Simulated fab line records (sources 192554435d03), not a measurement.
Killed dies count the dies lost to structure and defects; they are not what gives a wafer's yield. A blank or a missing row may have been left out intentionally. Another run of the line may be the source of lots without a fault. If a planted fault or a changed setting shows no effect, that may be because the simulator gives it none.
Matching of chambers	flow n5_finfet	rie_diel-04 running N5_HKMG_FIN_ETCH_58: 4 sister chambers
The step etches SOC in N2/H2, target depth 215.8 nm, time 741 s. 4 wafers are shown with their chamber, then 10 later ones without.

EACH WAFER AND ITS CHAMBER
wafer	chamber	throttle_valve_pct (%)
L084.5	1	17.93
L085.2	3	17.96
L086.1	0	17.79
L086.3	2	17.51

WAFERS MISSING THEIR CHAMBER
wafer	throttle_valve_pct (%)
L086.5	17.94
L093.3	17.97
L093.5	17.97
L093.6	17.54
L095.1	17.98
L095.4	17.98
L095.6	17.55
L091.3	17.54
L091.4	17.81
L091.5	17.97

THE CHAMBER EACH PASSED THROUGH
wafer	from the rows above	in truth
L086.5	can't be placed: 1 or 3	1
L093.3	can't be placed: 3 or 1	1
L093.5	can't be placed: 3 or 1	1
L093.6	2	2
L095.1	can't be placed: 3 or 1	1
L095.4	can't be placed: 3 or 1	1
L095.6	2	2
L091.3	2	2
L091.4	0	0
L091.5	can't be placed: 3 or 1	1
4 of 10 placed correctly. From these rows, 6 cannot be placed; in 6 the true chamber is one of the candidates. Placed wrongly: 0.
How it was worked out, from the rows above alone: a wafer's distance from a chamber is the root of the sum, over the readings, of the square of ((its reading less the chamber's mean) divided by the reading's scatter). The wafer belongs to the nearest chamber; if the next one is less than 2 further off, it can't be placed. Each chamber's mean is taken over the wafers shown for it. The scatter: with one shown wafer a chamber, the root of the mean of the squares of how far each hidden wafer lies from its nearest shown one.
